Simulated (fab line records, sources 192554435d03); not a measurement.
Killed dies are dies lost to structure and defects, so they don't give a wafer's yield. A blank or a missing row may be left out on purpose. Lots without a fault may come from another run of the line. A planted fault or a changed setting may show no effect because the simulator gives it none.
Split-lot experiment | flow n5_finfet | 7 lots, 39 wafers read, on a route of 1938 steps

THE SPLIT
At N5_BEOL_M11_ILD_DEP_00 (deposits SiCOH lowk from DEMS/porogen, target thk 308.51 nm, time 58 s), the setting time_s was moved away from the recipe's 58 s on 9 of the 39 wafers read, by -45.3% to +45.4%. The other wafers ran this setting at the recipe's value.

FROM THE SPLIT TO THE READING: what the file shows between them, 1 step
- N5_BEOL_M11_CURE_71: cures SiCOH lowk, time 240 s

THE READING
M11_ILD_THK, in nm, at N5_BEOL_M11_THK_MEAS_01. Fault-free wafers of this fab line usually give 267 nm, standard deviation 3.7 nm.

wafer  | tool, chamber at the split | time_s as run, s | against the recipe | M11_ILD_THK, nm | against lot-mates on the recipe
L079.1 | pecvd-02, 1                | 58               | recipe             | 271             | -
L079.2 | pecvd-02, 2                | 58               | recipe             | 266             | -
L079.3 | pecvd-02, 0                | 58               | recipe             | 267             | -
L079.4 | pecvd-02, 0                | 58               | recipe             | 267             | -
L079.5 | pecvd-02, 2                | 58               | recipe             | 269             | -
L079.6 | pecvd-02, 1                | 58               | recipe             | 273             | -
L080.1 | pecvd-03, 2                | 58               | recipe             | 262             | -
L080.2 | pecvd-03, 1                | 58               | recipe             | 261             | -
L080.3 | pecvd-03, 0                | 58               | recipe             | 267             | -
L080.4 | pecvd-03, 2                | 58               | recipe             | 265             | -
L080.5 | pecvd-03, 1                | 58               | recipe             | 266             | -
L080.6 | pecvd-03, 0                | 58               | recipe             | 269             | -
L083.1 | pecvd-04, 1                | 70.51            | +21.6%             | 321             | +52
L083.2 | pecvd-04, 0                | 58               | recipe             | 269             | -
L083.3 | pecvd-04, 2                | 70.51            | +21.6%             | 325             | +56
L083.4 | pecvd-04, 0                | 70.51            | +21.6%             | 329             | +60
L083.5 | pecvd-04, 1                | 58               | recipe             | 266             | -
L083.6 | pecvd-04, 2                | 58               | recipe             | 271             | -
L082.1 | pecvd-02, 2                | 58               | recipe             | 262             | -
L082.2 | pecvd-02, 1                | 84.32            | +45.4%             | 386             | +121
L082.3 | pecvd-02, 0                | 84.32            | +45.4%             | 382             | +117
L082.4 | pecvd-02, 1                | 58               | recipe             | 268             | -
L082.5 | pecvd-02, 2                | 84.32            | +45.4%             | 386             | +121
L082.6 | pecvd-02, 0                | 58               | recipe             | 264             | -
L091.2 | pecvd-02, 0                | 58               | recipe             | 259             | -
L091.3 | pecvd-02, 1                | 58               | recipe             | 268             | -
L091.4 | pecvd-02, 0                | 58               | recipe             | 267             | -
L093.1 | pecvd-02, 1                | 58               | recipe             | 265             | -
L093.2 | pecvd-02, 0                | 58               | recipe             | 263             | -
L093.3 | pecvd-02, 2                | 58               | recipe             | 268             | -
L093.4 | pecvd-02, 1                | 58               | recipe             | 268             | -
L093.5 | pecvd-02, 0                | 58               | recipe             | 266             | -
L093.6 | pecvd-02, 2                | 58               | recipe             | 271             | -
L092.1 | pecvd-02, 2                | 58               | recipe             | 272             | -
L092.2 | pecvd-02, 1                | 31.73            | -45.3%             | 149             | -123
L092.3 | pecvd-02, 0                | 31.73            | -45.3%             | 142             | -130
L092.4 | pecvd-02, 2                | 58               | recipe             | 276             | -
L092.5 | pecvd-02, 0                | 58               | recipe             | 269             | -
L092.6 | pecvd-02, 1                | 31.73            | -45.3%             | 150             | -122

THE FIT
A straight line over all 39 wafers: M11_ILD_THK changes by +2.63 nm for each +1% of time_s; r = +1.00; the points scatter about the line by 3.7 nm.
The same after taking each lot's own level away (the mean of its wafers on the recipe; 39 wafers): +2.7 nm for each +1%; r = +1.00; scatter 3.1 nm.
On that fit, the largest move of time_s shifts the reading by 1.2e+02 nm.
The lots' own levels span 264.7 to 272.3 nm, that is 2.1 times the standard deviation above.
So the lot-to-lot level changes the slope little: the two slopes agree.
Check: with one of the wafers moved furthest among these (+45.4%) left out of the fit, the line predicts +122 nm for it against its lot-mates. It came out at +121 nm against them.

OTHER SPLITS ON THESE WAFERS
These wafers also went through other splits before the reading. Each is held against what the fit with the lots' levels taken away leaves over:
other split on the same wafers    | wafers away from the commonest value | r with M11_ILD_THK (lot level and that fit taken away)
N5_BEOL_M2_TRENCH_ETCH_37 time_s  | 12                                   | +0.06
N5_BEOL_M3_ETCH_41 target_depth_a | 12                                   | +0.15
N5_BEOL_M5_DEP_56 target_thk_a    | 15                                   | -0.02

THE WHOLE CHAIN: every reading that the file lists as answering this split, in the file's order
step                    | what it does                                                           | reading                                                                                   | change (the file's fit)              | r (the file's)
N5_BEOL_M11_ILD_DEP_00  | deposits SiCOH lowk from DEMS/porogen, target thk 308.51 nm, time 58 s | SiCOH_lowk_of_BEOL_M11_ILD_DEP_00.thk_nm (the simulator's own value, which no gauge read) | +3.05 nm for each +1% of the setting | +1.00
N5_BEOL_M11_CURE_71     | cures SiCOH lowk, time 240 s                                           | SiCOH_lowk_of_BEOL_M11_ILD_DEP_00.thk_nm (the simulator's own value, which no gauge read) | +2.7 nm for each +1% of the setting  | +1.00
N5_BEOL_M11_THK_MEAS_01 |                                                                        | M11_ILD_THK                                                                               | +2.7 for each +1% of the setting     | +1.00

THE FILE'S OWN FIT
M11_ILD_THK changes by +2.7 nm for each +1% of time_s, r = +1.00.
